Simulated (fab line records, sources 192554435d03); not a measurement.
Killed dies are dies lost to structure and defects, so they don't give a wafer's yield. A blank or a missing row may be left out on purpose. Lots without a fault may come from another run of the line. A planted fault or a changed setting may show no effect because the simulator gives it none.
Chamber matching | flow n5_finfet | N5_PMOS_HMC_CHANNEL_EPI_ETCH_32 on rie_diel-05: 4 sister chambers
The step etches BARC in N2/H2, stops on SiO2, target depth 85.8 nm, time 50.3 s. 4 wafers are shown with their chamber, then 11 later ones without.

WAFERS WITH THEIR CHAMBER
wafer  | chamber | drypump_motor_current_A (A)
L087.1 | 3       | 6.1
L088.1 | 2       | 5.3
L088.2 | 1       | 6.3
L089.2 | 0       | 6.1

WAFERS WITHOUT THEIR CHAMBER
wafer  | drypump_motor_current_A (A)
L089.3 | 6.3
L089.5 | 6.3
L090.2 | 6.1
L090.3 | 6.1
L090.4 | 5.3
L094.2 | 6.3
L094.3 | 6.1
L094.4 | 5.3
L095.1 | 5.4
L095.4 | 6.1
L095.5 | 5.3

WHICH CHAMBER EACH WENT THROUGH
wafer  | from the rows above     | in truth
L089.3 | 1                       | 1
L089.5 | 1                       | 1
L090.2 | can't be placed: 0 or 3 | 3
L090.3 | can't be placed: 0 or 3 | 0
L090.4 | 2                       | 2
L094.2 | 1                       | 1
L094.3 | can't be placed: 0 or 3 | 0
L094.4 | 2                       | 2
L095.1 | 2                       | 2
L095.4 | can't be placed: 0 or 3 | 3
L095.5 | 2                       | 2
Placed correctly: 7 of 11. Can't be placed from these rows: 4 (the true chamber is among the candidates in 4). Placed wrongly: 0.
How it was worked out, from the rows above alone: a wafer's distance from a chamber is the root of the sum, over the readings, of the square of ((its reading less the chamber's mean) divided by the reading's scatter). The wafer belongs to the nearest chamber; if the next one is less than 2 further off, it can't be placed. A chamber's mean is the mean of its shown wafers. The scatter: with one shown wafer a chamber, the root of the mean of the squares of how far each hidden wafer lies from its nearest shown one.
